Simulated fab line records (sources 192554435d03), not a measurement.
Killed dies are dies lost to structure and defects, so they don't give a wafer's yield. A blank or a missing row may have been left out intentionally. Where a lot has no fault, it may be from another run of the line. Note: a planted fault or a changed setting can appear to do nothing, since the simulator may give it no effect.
8D (eight disciplines) problem report, filled in by code -- flow n5_finfet -- the parts of the form that need people (team, actions taken, sign-off) are left out

1. PROBLEM STATEMENT
REXT_P at N5_BEOL_M4_RC_MEAS_101 reads a mean of 111.2 ohm.um on 4 wafers of 3 lots; wafers without a fault read 100.6 ohm.um with a standard deviation of 1.6. That puts it +6.6 standard deviations away from the usual mean.
Seen first at day 12 22:57 on prober-01, wafer L614.1. At this step, 31 wafers from 11 lots have a number in the record. The rule behind "out" and "out of limits": a value lying over 4 standard deviations away from the usual mean. The other wafers with a number count as sound.

2. WHAT IT IS AND WHAT IT IS NOT
question,is,is not
which readings at this step,"REXT_P, REXT_N","DIBL_P, IOFF_N, SS_N, SS_P"
which lots,"L613, L614, L616","L602, L604, L605, L608, L609, L610, L622, L623"
which wafers of those lots,"L613.1, L614.1, L614.2, L616.2","L613.5, L613.6, L616.3"
read on which gauges,"prober-01, prober-02",-
when,from day 12 22:57,"up to then (18 sound wafers); but 9 sound wafers of L613, L616, L622, L623 came after"

3. WHAT RULES OUT EACH SUSPECT
Counting: a tool at a process step up to the reading stays a suspect if it ran every lot that is out. Sound lots after the first of them don't rule it out here, since some wafers of a struck lot are sound.
- the gauge at N5_BEOL_M4_RC_MEAS_101: ruled out. 2 gauges (prober-01, prober-02) read the wafers that are out.
- ald_sin-04 at N5_SPACER0_ALD_07 (deposits SiNx, target thk 2 nm): kept. It ran every lot that is out, first L613 (day 6 02:01); its last sound lot up to then is L610 (day 5 10:18).
- ald_sin-04 at N5_SPACER0_ALD_00 (deposits SiOCN, target thk 3.5 nm, pulse time 3 s, purge time 2 s): kept. It ran every lot that is out, first L613 (day 6 02:10); its last sound lot up to then is L610 (day 5 10:27).
Left after counting: ald_sin-04 at N5_SPACER0_ALD_07, ald_sin-04 at N5_SPACER0_ALD_00.

4. THE CAUSE (what the simulator had put in)
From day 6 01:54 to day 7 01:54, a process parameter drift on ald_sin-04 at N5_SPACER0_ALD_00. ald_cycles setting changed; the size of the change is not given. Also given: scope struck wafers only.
2 suspects survive the count, and this tool is in that group.

5. THE CHAIN OF EFFECTS, in route order
Each row: a reading whose mean over the struck wafers that have a number lies more than 3 standard deviations from the usual. Scope: only readings with a usual standard deviation given in the record; hours: median across lots of the time from each lot's start at the first step in this table that gives one to its start at this step; sigmas: change in usual standard deviations.
hours,step,reading,usual,on struck wafers,change,sigmas
0,N5_BEOL_M4_RC_MEAS_101,ION_P,456 uA/um,434,-22,-3.1
0,N5_BEOL_M4_RC_MEAS_101,REXT_N,75.7 ohm.um,84.8,+9.1,+5.1
0,N5_BEOL_M4_RC_MEAS_101,REXT_P,100.6 ohm.um,111.2,+10.6,+6.6
107,N5_PASSIVATION_PROBE_49,sort_bin_8_speed,0.02 %,11.76,+11.74,+59
107,N5_PASSIVATION_PROBE_49,sort_n_pass,1079,954,-126,-7.4
107,N5_PASSIVATION_PROBE_49,sort_yield_pct,91.4 %,80.8,-10.6,-7.6
It contains these process steps:
- N5_PASSIVATION_PROBE_49

6. WHAT WOULD HAVE CAUGHT IT SOONER
The first out-of-limits reading at a measuring or inspecting step in this record came at day 12 22:57, 165 hours after the fault's start at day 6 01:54.
An alarm limit of 4 standard deviations would not have fired on the tool readings at N5_SPACER0_ALD_00 for which the record gives a usual standard deviation, since none of them was out on any struck wafer.
Each of the lots that are out, 3 in all, had begun N5_SPACER0_ALD_00 on ald_sin-04 no later than day 12 22:57. None of them would have been spared by holding the tool at that moment.
